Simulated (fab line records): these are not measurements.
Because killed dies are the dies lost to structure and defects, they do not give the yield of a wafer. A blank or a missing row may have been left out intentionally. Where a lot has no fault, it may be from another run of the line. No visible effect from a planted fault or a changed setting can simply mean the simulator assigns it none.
fab line records    flow n5-finfet
record lots=10  wafers=29  last-day=21
route steps=1938 shown BEOL_M3@998 BEOL_M4@1111 PASSIVATION@1936
lots that met no fault: taken from a fault-free run of the same line
start-h: hours from the record's first day to the start of the lot's first wafer shown    wait-h: hours elapsed since this lot's preceding step    " identical to the entry in the row above    L1.1+2: a single row standing in for several wafers    - no value present, or no start provided    * or withheld: withheld    < > ~ a bound
route shown NAME@n: a module of which the file shows steps, and the number in the route of the first    usual: mean/standard deviation taken from wafers without a fault    same: alike in all rows    chamber/n: place in a boat    sites: readings site by site    _std_site: standard deviation of those values    _edge_site: inner sites' mean taken away from outer sites' mean    radius-mm: how far each site lies from the wafer's centre    mask NAME#n: copy n    behind: the most recent tool/chamber to have shaped the wafer    hold: why the lot was held/for how many hours/how that ended    device: the n, p or np transistor that did not switch    end of line: tests run on the same wafers once the route is complete    a step given without rows: its recipe and nothing more    killed: dies that structure and defects cost at the first sort, which is not the same as the wafer's yield    map: dies across one wafer; x = killed, . = not, _ = none there
set.NAME: the setting that was run; set.NAME@STEP: the one run at that earlier step    model.NAME: the simulator's own value behind a step, which no gauge read
route steps across a sampled set of lots; one table per step, one row per wafer
services: a tool's chamber out of use, with start hour (start-h, from the record's first day; less than 0 if before it), hours out, and reason
## steps
# step N5_BEOL_M3_SPUTTER_81
# recipe material=Cu  target-thk-a=45  temp-c=-20  chamber-pressure-pa=0.07  power-w=withheld  time-s=8.29
# usual chamber-pressure-pa=0.07001/0.00015  chuck-gas-flow-sccm=1.26/0.055  substrate-temp-c=-20.01/0.11  susceptor-temp-C=-19.99/0.099  throttle-valve-pct=29.9/0.72
lot.wafer  tool            chamber  start-h  wait-h  chamber-pressure-pa  chuck-gas-flow-sccm  substrate-temp-c  susceptor-temp-C  throttle-valve-pct
L473.2     pvd-sputter-02  -        219.60   0.1     0.06984              1.33                 -19.70            -19.94            29.8
L473.4     "               -        "        "       0.07017              1.22                 -20.09            -19.99            29.5
L475.2     pvd-sputter-01  -        221.71   0.1     0.06997              1.25                 -19.89            -20.13            31.1
L475.3     "               -        "        "       0.07015              1.24                 -20.14            -19.87            29.3
L475.5     "               -        "        "       0.0699               1.22                 -20.02            -20.10            29.4
L474.2     pvd-sputter-01  -        226.83   0.1     0.07014              1.21                 -20.11            -19.91            29.7
L474.4     "               -        "        "       0.06994              1.32                 -19.94            -20.05            29.8
L474.6     "               -        "        "       0.06984              1.28                 -19.86            -20.09            29.2
L482.1     pvd-sputter-01  -        244.05   0.1     0.0701               1.23                 -20.06            -19.99            31.3
L482.4     "               -        "        "       0.06988              1.20                 -19.66            -20.01            30.0
L482.5     "               -        "        "       0.07004              1.28                 -20.00            -19.90            29.3
L479.3     pvd-sputter-01  -        251.80   0.1     0.06983              1.36                 -19.97            -20.05            31.2
L479.5     "               -        "        "       0.07048              1.19                 -20.06            -20.12            30.0
L479.6     "               -        "        "       0.07009              1.26                 -20.13            -20.03            29.6
L488.3     pvd-sputter-03  -        301.08   0.1     0.07004              1.21                 -20.06            -19.99            29.5
L488.4     "               -        "        "       0.07                 1.28                 -20.00            -20.08            30.5
L488.6     "               -        "        "       0.07005              1.27                 -19.95            -19.95            31.1
L490.2     pvd-sputter-02  -        332.68   0.1     0.06982              1.37                 -19.86            -19.86            29.7
L490.3     "               -        "        "       0.07009              1.27                 -20.00            -20.02            29.6
L490.5     "               -        "        "       0.07                 1.20                 -20.14            -20.04            29.3
L492.2     pvd-sputter-03  -        335.56   0.1     0.07019              1.27                 -19.95            -20.02            29.6
L492.3     "               -        "        "       0.0702               1.27                 -20.01            -20.20            31.3
L492.4     "               -        "        "       0.07002              1.23                 -20.12            -19.86            28.8
L494.1     pvd-sputter-01  -        347.45   0.1     0.06994              1.35                 -20.04            -20.01            31.3
L494.2     "               -        "        "       0.06995              1.26                 -20.05            -19.97            29.7
L494.5     "               -        "        "       0.07011              1.20                 -20.04            -19.84            31.3
L495.4     pvd-sputter-02  -        372.80   0.1     0.06985              1.21                 -20.16            -20.06            29.9
L495.5     "               -        "        "       0.07                 1.24                 -19.96            -20.03            30.0
L495.6     "               -        "        "       0.0699               1.27                 -19.93            -19.90            30.0
# step N5_BEOL_M3_SPUTTER_86
# recipe material=Cu  target-thk-a=45  temp-c=-20  chamber-pressure-pa=0.07  power-w=withheld  time-s=8.29
# usual chamber-pressure-pa=0.07/0.00015  chuck-gas-flow-sccm=1.26/0.056  substrate-temp-c=-20.02/0.11  susceptor-temp-C=-20.00/0.1  throttle-valve-pct=29.9/0.71
lot.wafer  tool            chamber  start-h  wait-h  chamber-pressure-pa  chuck-gas-flow-sccm  substrate-temp-c  susceptor-temp-C  throttle-valve-pct
L473.2     pvd-sputter-02  -        219.82   0.1     0.07001              1.29                 -19.98            -20.02            29.8
L473.4     "               -        "        "       0.06984              1.27                 -19.94            -19.84            29.4
L475.2     pvd-sputter-01  -        221.93   0.1     0.07                 1.23                 -20.08            -19.93            30.8
L475.3     "               -        "        "       0.07002              1.32                 -20.02            -19.99            29.5
L475.5     "               -        "        "       0.06983              1.24                 -19.93            -20.00            29.4
L474.2     pvd-sputter-01  -        227.05   0.1     0.07009              1.14                 -19.99            -19.87            29.6
L474.4     "               -        "        "       0.07008              1.26                 -20.17            -19.90            29.8
L474.6     "               -        "        "       0.07025              1.19                 -19.87            -20.09            29.3
L482.1     pvd-sputter-01  -        244.27   0.1     0.06977              1.27                 -20.31            -20.03            31.0
L482.4     "               -        "        "       0.06995              1.32                 -19.97            -20.12            29.6
L482.5     "               -        "        "       0.06997              1.30                 -19.82            -20.00            29.4
L479.3     pvd-sputter-01  -        252.02   0.1     0.07037              1.25                 -19.91            -20.17            31.1
L479.5     "               -        "        "       0.06981              1.23                 -20.12            -19.93            29.8
L479.6     "               -        "        "       0.06984              1.25                 -20.06            -20.08            29.6
L488.3     pvd-sputter-03  -        301.30   0.1     0.07007              1.21                 -20.01            -20.12            29.6
L488.4     "               -        "        "       0.07005              1.31                 -20.20            -19.84            30.2
L488.6     "               -        "        "       0.07012              1.23                 -19.93            -19.90            31.4
L490.2     pvd-sputter-02  -        332.90   0.1     -                    -                    -                 -                 -
L490.3     "               -        "        "       -                    -                    -                 -                 -
L490.5     "               -        "        "       -                    -                    -                 -                 -
L492.2     pvd-sputter-03  -        335.78   0.1     -                    -                    -                 -                 -
L492.3     "               -        "        "       -                    -                    -                 -                 -
L492.4     "               -        "        "       -                    -                    -                 -                 -
L494.1     pvd-sputter-01  -        347.67   0.1     0.0699               1.34                 -19.93            -20.14            31.4
L494.2     "               -        "        "       0.07003              1.29                 -19.96            -19.94            29.7
L494.5     "               -        "        "       0.06999              1.31                 -20.20            -20.07            30.9
L495.4     pvd-sputter-02  -        373.02   0.1     0.07003              1.22                 -20.17            -20.11            30.1
L495.5     "               -        "        "       0.06988              1.30                 -20.09            -20.09            29.6
L495.6     "               -        "        "       0.06989              1.34                 -19.86            -20.07            29.7
# step N5_BEOL_M3_ANNEAL_91
# recipe temp-c=400  time-s=240  ambient=vacuum
# usual heater-power-w=778/71  susceptor-temp-C=399.99/0.22
lot.wafer  tool            chamber  start-h  wait-h  heater-power-w  susceptor-temp-C
L473.2     pvd-sputter-02  -        220.34   0.0     757             399.79
L473.4     "               -        "        "       706             400.23
L475.2     pvd-sputter-01  -        222.45   0.0     728             399.88
L475.3     "               -        "        "       793             399.88
L475.5     "               -        "        "       834             400.18
L474.2     pvd-sputter-01  -        227.57   0.0     854             400.27
L474.4     "               -        "        "       930             399.65
L474.6     "               -        "        "       774             400.01
L482.1     pvd-sputter-01  -        244.79   0.0     751             400.31
L482.4     "               -        "        "       885             399.93
L482.5     "               -        "        "       802             399.96
L479.3     pvd-sputter-01  -        252.54   0.0     746             399.80
L479.5     "               -        "        "       915             400.06
L479.6     "               -        "        "       843             399.93
L488.3     pvd-sputter-03  -        301.82   0.0     741             399.81
L488.4     "               -        "        "       815             399.61
L488.6     "               -        "        "       798             400.21
L490.2     pvd-sputter-02  -        333.42   0.0     767             400.23
L490.3     "               -        "        "       698             400.21
L490.5     "               -        "        "       698             399.64
L492.2     pvd-sputter-03  -        336.30   0.0     773             400.27
L492.3     "               -        "        "       819             399.91
L492.4     "               -        "        "       686             399.78
L494.1     pvd-sputter-01  -        348.19   0.0     747             399.93
L494.2     "               -        "        "       888             400.03
L494.5     "               -        "        "       755             399.90
L495.4     pvd-sputter-02  -        373.54   0.0     778             399.89
L495.5     "               -        "        "       691             399.93
L495.6     "               -        "        "       781             400.12
# step N5_BEOL_M3_ANNEAL_93
# recipe temp-c=400  time-s=240  ambient=vacuum
# usual heater-power-w=778/72  susceptor-temp-C=400.00/0.21
lot.wafer  tool            chamber  start-h  wait-h  heater-power-w  susceptor-temp-C
L473.2     pvd-sputter-02  -        220.56   0.0     762             400.26
L473.4     "               -        "        "       697             399.90
L475.2     pvd-sputter-01  -        222.67   0.0     724             400.24
L475.3     "               -        "        "       795             399.87
L475.5     "               -        "        "       853             400.18
L474.2     pvd-sputter-01  -        227.79   0.0     850             400.00
L474.4     "               -        "        "       919             400.43
L474.6     "               -        "        "       787             400.01
L482.1     pvd-sputter-01  -        245.01   0.0     713             399.84
L482.4     "               -        "        "       916             399.93
L482.5     "               -        "        "       781             399.81
L479.3     pvd-sputter-01  -        252.76   0.0     722             399.91
L479.5     "               -        "        "       895             400.10
L479.6     "               -        "        "       828             400.14
L488.3     pvd-sputter-03  -        302.04   0.0     762             400.13
L488.4     "               -        "        "       837             399.81
L488.6     "               -        "        "       812             400.24
L490.2     pvd-sputter-02  -        333.64   0.0     778             399.57
L490.3     "               -        "        "       708             399.81
L490.5     "               -        "        "       704             399.88
L492.2     pvd-sputter-03  -        336.52   0.0     751             400.07
L492.3     "               -        "        "       785             400.23
L492.4     "               -        "        "       673             400.19
L494.1     pvd-sputter-01  -        348.41   0.0     715             399.96
L494.2     "               -        "        "       907             399.83
L494.5     "               -        "        "       733             399.96
L495.4     pvd-sputter-02  -        373.76   0.0     760             399.90
L495.5     "               -        "        "       700             400.05
L495.6     "               -        "        "       776             399.91
# step N5_BEOL_M4_RC_MEAS_101
# usual DIBL_N=36.1/2.3  DIBL_P=36/3.2  IOFF_N=0.16/0.045  IOFF_P=0.21/0.049  ION_N=674/14  ION_P=462/8.4  SS_N=71.6/0.83  SS_P=73.2/0.87  VT_N=249/3.8  VT_P=-250/3.4
lot.wafer  tool       chamber  start-h  wait-h  DIBL_N[mV/V]  DIBL_P[mV/V]  IOFF_N[nA/um]  IOFF_P[nA/um]  ION_N[uA/um]  ION_P[uA/um]  SS_N[mV/dec]  SS_P[mV/dec]  VT_N[mV]  VT_P[mV]
L475.2     prober-01  0        260.07   0.2     39.1          42            0.22           0.29           686           468           72.3          74.4          246       -246
L475.3     "          0        "        "       38.2          40            0.20           0.26           679           465           72.0          73.7          248       -246
L475.5     "          0        "        "       36.7          39            0.19           0.26           695           481           71.3          73.7          244       -246
L474.2     prober-01  0        266.49   0.2     36.3          33            0.14           0.18           650           449           71.9          72.9          254       -250
L474.4     "          0        "        "       33.2          30            0.10           0.15           672           459           71.6          72.3          255       -253
L474.6     "          0        "        "       36.7          35            0.14           0.21           682           470           72.0          73.0          253       -250
L473.2     prober-01  0        271.85   0.2     33.3          35            0.12           0.19           655           460           70.6          73.0          254       -250
L473.4     "          0        "        "       34.5          36            0.13           0.23           664           464           70.5          72.7          249       -244
L482.1     prober-01  0        303.85   0.0     33.8          34            0.16           0.22           667           462           71.5          73.0          248       -248
L482.4     "          0        "        "       34.2          34            0.14           0.21           662           460           71.5          72.4          250       -249
L482.5     "          0        "        "       34.2          34            0.15           0.21           684           474           71.1          73.1          248       -249
L479.3     prober-02  0        311.05   0.3     37.8          38            0.18           0.23           684           470           72.6          73.9          251       -250
L479.5     "          0        "        "       42.2          44            0.31           0.34           692           471           73.7          76.2          243       -247
L479.6     "          0        "        "       36.9          37            0.17           0.22           694           468           71.5          73.5          246       -250
L488.3     prober-01  0        329.74   0.3     31.4          30            0.09           0.13           645           446           69.8          72.4          255       -258
L488.4     "          0        "        "       37.2          36            0.19           0.20           672           462           71.5          73.5          247       -249
L488.6     "          0        "        "       36.4          35            0.16           0.19           668           458           71.4          73.7          250       -254
L490.2     prober-02  0        355.66   0.2     36.0          35            0.16           0.22           669           460           71.3          72.8          248       -247
L490.3     "          0        "        "       34.3          33            0.15           0.20           670           459           71.2          72.3          248       -248
L490.5     "          0        "        "       38.8          39            0.24           0.29           688           464           72.0          73.4          243       -247
L492.2     prober-02  0        358.83   0.2     37.6          38            0.17           0.20           673           458           71.3          73.8          248       -252
L492.3     "          0        "        "       39.2          41            0.21           0.28           674           466           72.2          75.1          249       -249
L492.4     "          0        "        "       36.5          37            0.15           0.20           675           462           71.2          73.9          248       -254
L494.1     prober-02  0        364.44   0.0     39.9          39            0.22           0.24           707           474           72.3          74.2          244       -250
L494.2     "          0        "        "       36.0          34            0.14           0.17           661           450           70.8          73.0          250       -252
L494.5     "          0        "        "       35.4          33            0.13           0.17           670           460           70.4          72.0          251       -248
L495.4     prober-01  0        394.25   0.5     37.5          39            0.20           0.25           683           463           72.7          73.3          246       -248
L495.5     "          0        "        "       40.1          42            0.24           0.29           679           461           72.7          74.2          246       -248
L495.6     "          0        "        "       37.4          38            0.19           0.24           681           466           72.0          73.7          247       -247
# step N5_PASSIVATION_PROBE_49
# usual defect-limited-yield=90.9/1.6  killed_at_M0_to_M3=37/11  killed_at_M4_up=15/5.6  killed-at-contacts=13/6.4  killed-at-front-end=39/11  killed-at-other=4/3.1  killed-dies=107/19  killed-open=71/14  killed-short=34/7.8  sort_bin_4_leakage=0.01/0.053  sort_bin_5_function=5.3/1  sort_bin_6_memory=3.4/0.72  sort-n-pass=1072/20  sort-yield-pct=90.9/1.7
# same gross-dies=1180  killed-at-back-side=0  sort_bin_8_speed[%]=0
lot.wafer  tool       chamber  start-h  wait-h  defect-limited-yield[%]  killed_at_M0_to_M3  killed_at_M4_up  killed-at-contacts  killed-at-front-end  killed-at-other  killed-dies  killed-open  killed-short  sort_bin_4_leakage[%]  sort_bin_5_function[%]  sort_bin_6_memory[%]  sort-n-pass  sort-yield-pct[%]
L479.3     prober-02  -        430.31   0.1     88.8                     40                  20               15                  48                   9                132          89           41            0                      7.0                     4.0                   1048         88.8
L479.5     prober-02  -        430.41   0.2     88.2                     45                  25               21                  41                   7                139          101          34            0.51                   6.6                     4.8                   1035         87.7
L479.6     prober-02  -        430.46   0.3     90.5                     47                  20               10                  28                   7                112          68           42            0                      4.7                     4.2                   1068         90.5
L482.1     prober-01  -        435.53   0.0     88.5                     56                  12               16                  46                   6                136          83           49            0                      6.5                     4.3                   1044         88.5
L482.4     prober-01  -        435.68   0.2     91.1                     33                  14               10                  41                   7                105          62           39            0                      5.4                     3.2                   1075         91.1
L482.5     prober-01  -        435.73   0.2     90.8                     32                  19               12                  45                   1                109          78           31            0                      5.8                     3.1                   1071         90.8
L488.3     prober-01  -        447.85   0.1     90.4                     34                  23               24                  31                   1                113          68           43            0                      5.8                     3.5                   1067         90.4
L488.4     prober-01  -        447.90   0.2     91.8                     24                  14               23                  34                   2                97           68           27            0                      4.9                     3.2                   1083         91.8
L488.6     prober-01  -        448.00   0.3     90.2                     30                  31               27                  28                   0                116          67           48            0                      5.3                     4.3                   1064         90.2
L490.2     prober-02  -        491.57   0.1     90.6                     31                  17               9                   51                   3                111          63           40            0                      5.7                     3.5                   1069         90.6
L490.3     prober-02  -        491.62   0.1     89.3                     34                  25               14                  52                   1                126          81           35            0                      6.1                     4.3                   1054         89.3
L490.5     prober-02  -        491.72   0.2     91.0                     41                  14               11                  37                   3                106          67           33            0                      5.4                     3.4                   1074         91.0
L492.2     prober-01  -        496.22   0.1     92.1                     32                  15               10                  34                   2                93           56           29            0                      4.7                     3.0                   1087         92.1
L492.3     prober-01  -        496.27   0.1     90.0                     42                  11               10                  52                   3                118          72           38            0                      6.0                     3.6                   1062         90.0
L492.4     prober-01  -        496.32   0.2     89.2                     56                  17               18                  36                   1                128          95           24            0                      6.6                     3.9                   1052         89.2
# killed by level:class
L479.3 DUMMY_GATE:geometric-particle:open=13 MOL_CONTACT_COAG:geometric-particle:open=12 BEOL_M4:geometric-particle:open=12 BEOL_M1:geometric-particle:open=11 BEOL_M2:geometric-particle:open=11 FIN_SAQP:geometric-particle:short=8 STI_FIN_REVEAL:geometric-particle:open=8 FIN_SAQP:geometric-particle:open=7
L479.5 MOL_CONTACT_COAG:geometric-particle:open=18 BEOL_M2:geometric-particle:open=15 BEOL_M0_SAQP:geometric-particle:open=14 BEOL_M4:geometric-particle:open=13 FIN_SAQP:geometric-particle:open=10 DUMMY_GATE:geometric-particle:open=7 FIN_SAQP:geometric-particle:short=6 STI_FIN_REVEAL:geometric-particle:open=4
L479.6 BEOL_M4:geometric-particle:open=14 BEOL_M2:geometric-particle:open=13 MOL_CONTACT_COAG:geometric-particle:open=8 BEOL_M3:geometric-particle:open=8 FIN_SAQP:geometric-particle:short=7 BEOL_M0_SAQP:geometric-particle:short=7 BEOL_M2:geometric-particle:short=6 STARTING-WAFER:geometric-particle:short=4
L482.1 MOL_CONTACT_COAG:geometric-particle:open=14 BEOL_M2:geometric-particle:open=14 FIN_SAQP:geometric-particle:short=13 BEOL_M3:geometric-particle:open=11 FIN_SAQP:geometric-particle:open=10 BEOL_M0_SAQP:geometric-particle:short=8 BEOL_M0_SAQP:geometric-particle:open=8 STI_FIN_REVEAL:geometric-particle:open=7
L482.4 FIN_SAQP:geometric-particle:short=15 MOL_CONTACT_COAG:geometric-particle:open=8 BEOL_M0_SAQP:geometric-particle:open=8 BEOL_M2:geometric-particle:open=8 FIN_SAQP:geometric-particle:open=6 BEOL_M0:geometric-particle:short=5 BEOL_M4:geometric-particle:open=5 BEOL_M5:geometric-particle:open=5
L482.5 STI_FIN_REVEAL:geometric-particle:open=19 BEOL_M2:geometric-particle:open=18 FIN_SAQP:geometric-particle:short=10 MOL_CONTACT_COAG:geometric-particle:open=10 BEOL_M4:geometric-particle:open=9 BEOL_M0_SAQP:geometric-particle:short=5 FIN_SAQP:geometric-particle:open=4 STI_FIN_REVEAL:geometric-particle:short=4
L488.3 MOL_CONTACT_COAG:geometric-particle:open=19 BEOL_M4:geometric-particle:open=13 FIN_SAQP:geometric-particle:short=9 BEOL_M0_SAQP:geometric-particle:short=7 BEOL_M2:geometric-particle:short=7 BEOL_M0_SAQP:geometric-particle:open=6 BEOL_M2:geometric-particle:open=6 BEOL_M4:geometric-particle:short=5
L488.4 MOL_CONTACT_COAG:geometric-particle:open=22 FIN_SAQP:geometric-particle:open=7 FIN_SAQP:geometric-particle:short=7 STI_FIN_REVEAL:geometric-particle:open=6 BEOL_M0:geometric-particle:open=4 DUMMY_GATE:geometric-particle:open=3 BEOL_M0_SAQP:geometric-particle:short=3 BEOL_M0_SAQP:geometric-particle:open=3
L488.6 BEOL_M4:geometric-particle:open=17 MOL_CONTACT_COAG:geometric-particle:open=15 MOL_CONTACT_COAG:geometric-particle:short=12 BEOL_M0_SAQP:geometric-particle:short=8 BEOL_M0_SAQP:geometric-particle:open=5 BEOL_M2:geometric-particle:short=5 STI_FIN_REVEAL:geometric-particle:open=4 BEOL_M1:geometric-particle:short=4
L490.2 FIN_SAQP:geometric-particle:short=12 FIN_SAQP:geometric-particle:open=11 BEOL_M4:geometric-particle:open=10 STI_FIN_REVEAL:geometric-particle:open=9 MOL_CONTACT_COAG:geometric-particle:open=9 BEOL_M1:geometric-particle:open=6 BEOL_M3:interface-void-opened=6 STI_FIN_REVEAL:geometric-particle:short=5
L490.3 STI_FIN_REVEAL:geometric-particle:open=15 MOL_CONTACT_COAG:geometric-particle:open=10 BEOL_M4:geometric-particle:open=10 FIN_SAQP:geometric-particle:short=9 FIN_SAQP:geometric-particle:open=8 BEOL_M1:geometric-particle:open=7 BEOL_M0_SAQP:geometric-particle:short=5 BEOL_M5:geometric-particle:short=5
L490.5 STI_FIN_REVEAL:geometric-particle:open=11 BEOL_M0_SAQP:geometric-particle:open=11 BEOL_M0_SAQP:geometric-particle:short=8 FIN_SAQP:geometric-particle:open=7 MOL_CONTACT_COAG:geometric-particle:open=6 FIN_SAQP:geometric-particle:short=5 DUMMY_GATE:geometric-particle:open=5 MOL_CONTACT_COAG:geometric-particle:short=5
L492.2 STI_FIN_REVEAL:geometric-particle:open=10 BEOL_M3:geometric-particle:open=9 MOL_CONTACT_COAG:geometric-particle:open=8 BEOL_M3:interface-void-opened=7 BEOL_M4:geometric-particle:short=6 FIN_SAQP:geometric-particle:open=5 BEOL_M0_SAQP:geometric-particle:short=5 STI_FIN_REVEAL:geometric-particle:short=3
L492.3 STI_FIN_REVEAL:geometric-particle:open=16 BEOL_M3:geometric-particle:open=9 STI_FIN_REVEAL:geometric-particle:short=7 MOL_CONTACT_COAG:geometric-particle:open=7 BEOL_M0_SAQP:geometric-particle:short=6 BEOL_M3:interface-void-opened=6 FIN_SAQP:geometric-particle:open=5 GATE_CUT:geometric-particle:short=5
L492.4 MOL_CONTACT_COAG:geometric-particle:open=16 BEOL_M3:geometric-particle:open=14 STI_FIN_REVEAL:geometric-particle:open=12 BEOL_M0_SAQP:geometric-particle:open=10 BEOL_M4:geometric-particle:open=8 BEOL_M3:interface-void-opened=8 FIN_SAQP:geometric-particle:open=7 DUMMY_GATE:geometric-particle:open=6
## services
tool            chamber  start-h  hours  kind
pvd-sputter-03  -        216.35   1.0    repair
## key
first-sign step=N5_BEOL_M3_SPUTTER_86  reading=tool-record  direction=missing
effect none on later readings
met-at N5_BEOL_M3_SPUTTER_86
struck-lots L490,L492
not-acting-at N5_BEOL_M3_SPUTTER_81,N5_BEOL_M3_ANNEAL_91,N5_BEOL_M3_ANNEAL_93
onset-between 301.30 332.90
fault kind=skipped-step-whole  tool=pvd-sputter-02,pvd-sputter-03  chamber=-  onset-h=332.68  steps=N5_BEOL_M3_SPUTTER_86  scope=struck-lots-only
